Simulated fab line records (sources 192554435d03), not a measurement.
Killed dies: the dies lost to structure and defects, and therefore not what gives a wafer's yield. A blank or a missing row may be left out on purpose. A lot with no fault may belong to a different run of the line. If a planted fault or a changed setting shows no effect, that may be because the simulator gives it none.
Matching of chambers | flow n5-finfet | rie-diel-06 running N5_BEOL_M10_DESCUM_33: 4 sister chambers
The step chemistry O2, time 7.9 s. 4 wafers are shown with their chamber, then 10 later ones without.

EACH WAFER AND ITS CHAMBER
wafer  | chamber | drypump-motor-current-A (A)
L088.5 | 2       | 6.5
L088.6 | 1       | 5.1
L091.2 | 0       | 5.0
L091.5 | 3       | 6.6

WAFERS WITHOUT THEIR CHAMBER
wafer  | drypump-motor-current-A (A)
L091.6 | 6.5
L094.1 | 5.0
L094.4 | 5.1
L094.5 | 5.0
L092.4 | 5.1
L092.5 | 6.5
L092.6 | 6.6
L096.3 | 5.0
L096.4 | 6.4
L096.6 | 5.0

THE CHAMBER EACH PASSED THROUGH
wafer  | from the rows above | in truth
L091.6 | 2                   | 2
L094.1 | 0                   | 0
L094.4 | 1                   | 1
L094.5 | 0                   | 0
L092.4 | 1                   | 1
L092.5 | 2                   | 2
L092.6 | 3                   | 3
L096.3 | 0                   | 0
L096.4 | 2                   | 2
L096.6 | 0                   | 0
Placed correctly: 10 of 10. From these rows, 0 cannot be placed. Number placed wrongly: 0.
How it was worked out, from the rows above alone: a wafer's distance from a chamber is the root of the sum, over the readings, of the square of ((its reading less the chamber's mean) divided by the reading's scatter). If the next closest chamber is less than 2 further off than the closest, the wafer can't be placed; otherwise it belongs to the closest. A chamber's mean is the mean of its shown wafers. The scatter (one wafer shown for each chamber): square how far every hidden wafer sits from the nearest shown wafer, average those squares and take the square root.
